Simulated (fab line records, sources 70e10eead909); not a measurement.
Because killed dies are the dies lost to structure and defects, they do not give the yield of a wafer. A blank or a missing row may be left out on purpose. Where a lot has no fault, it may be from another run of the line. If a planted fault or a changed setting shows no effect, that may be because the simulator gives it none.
Struck lot and sound lot, side by side / flow nand_harc / 15 out of 1302 route steps
Sound: these wafers, L753.3, L753.4, L753.5. Wafers struck: L747.1, L747.4, L747.5. The cause is named last.
Order at every step that has rows: each side's tool, ch and its chambers, its first start. Under that, the readings that differ: sound wafers / struck wafers / difference of the means / sigmas: that difference in standard deviations of wafers without a fault.
alike: words and numbers the same on both sides, and readings whose means are apart by under 2 such deviations; not compared: readings that were withheld, readings missing a value for some wafer, numbers with overlapping values and no deviation given by the record, and bounds like >300 which may hide the same value.
Wherever a step has rows on one side only, a row that says differs or no value, or a row with sigmas, the two part there. When numbers do not overlap yet have no deviation, they are printed without sigmas and do not part them. A reading missing from all wafers of one side parts the sides only when that side holds two or more wafers.

first, 2 steps without rows for these wafers: NHARC_THIN_TSV_PEB_10 (peb time 85 s); NHARC_THIN_TSV_DEVELOP_11 (time 70 s).
NHARC_THIN_TSV_CD_MEAS_12 targets a cd of 1000 nm.
  sound on cd_sem-02 ch 0, day 29 06:38; struck on cd_sem-03 ch 0, day 27 02:07
  alike: cd_nm
then, 1 step without rows for these wafers: NHARC_THIN_TSV_HARDBAKE_13 (time 80 s).
NHARC_THIN_TSV_DESCUM_14: chemistry O2, time 3 s.
  sound on rie_diel-07 ch 0,2,3, day 29 06:47; struck on rie_diel-10 ch 0,3, day 27 02:17
  alike: chamber_pressure_mTorr, drypump_motor_current_A, oes_product_au, rf_vpp_V, showerhead_plenum_p_Torr, throttle_valve_pct
  not compared: rf_hours_counter_h
NHARC_THIN_TSV_ETCH_44: etches the open film in CF4/O2, target depth 1594.2 nm, time 797.1 s.
  sound on rie_diel-07 ch 0,1,3, day 29 06:59; struck on rie_diel-10 ch 0,1, day 27 02:32
  alike: chamber_pressure_mTorr, drypump_motor_current_A, oes_product_au, rf_fwd_power_W, rf_vpp_V, showerhead_plenum_p_Torr, throttle_valve_pct
  not compared: rf_hours_counter_h
NHARC_THIN_TSV_ETCH_15: target depth 3000 nm, bosch target overetch cycles 2, bosch etch step 2.8 s.
  sound on rie_si-05 ch 1,3, day 29 07:27; struck on rie_si-05 ch 0,1,3, day 27 03:04
  alike: drypump_motor_current_A
  not compared: rf_hours_counter_h
NHARC_THIN_TSV_CD_MEAS_16:
  sound on cd_sem-02, day 29 07:37; struck on cd_sem-02, day 27 03:13
  alike: cd_nm
NHARC_THIN_TSV_STRIP_45: strips in O2.
  sound on plasma_asher-02 ch 0,1, day 29 07:47; struck on plasma_asher-02 ch 0,1, day 27 03:17
  alike: drypump_motor_current_A, heater_power_w
  not compared: rf_hours_counter_h
then, 1 step without rows for these wafers: NHARC_THIN_TSV_STRIP_46 (strips in post etch residue remover, time 1200 s).
NHARC_THIN_TSV_DEP_47: deposits SiO2, target thk 200 nm.
  sound on pecvd-02 ch 0,1, day 29 08:29; struck on pecvd-04 ch 1,2, day 27 04:09
  alike: chamber_pressure_Torr, mfc_precursor_sccm, rf_fwd_power_W, throttle_valve_pct
then, 1 step without rows for these wafers: NHARC_THIN_TSV_ETCHBACK_48 (etches the open film in C4F8/Ar, target depth 1028.5 nm, time 405.17 s).
NHARC_THIN_TSV_STRIP_62: strips in N2/H2, time 20 s.
  sound on plasma_asher-01 ch 0,1, day 29 09:18; struck on plasma_asher-02 ch 1, day 27 04:53
  no value came back on the struck wafers for drypump_motor_current_A (A), heater_power_w (W); on the sound wafers drypump_motor_current_A (A) reads 6.2 5.7 6.2
  not compared: rf_hours_counter_h
then, 1 step without rows for these wafers: NHARC_THIN_TSV_DEGAS_49 (time 120 s).
NHARC_END_SORT_01:
  here the record holds rows for the struck wafers (prober-02 ch 0, day 27 21:33) but none for the sound ones

## WHERE THEY PART
Earliest at NHARC_THIN_TSV_STRIP_62; latest, in this record, at NHARC_END_SORT_01.

WHY: the cause the simulator had injected
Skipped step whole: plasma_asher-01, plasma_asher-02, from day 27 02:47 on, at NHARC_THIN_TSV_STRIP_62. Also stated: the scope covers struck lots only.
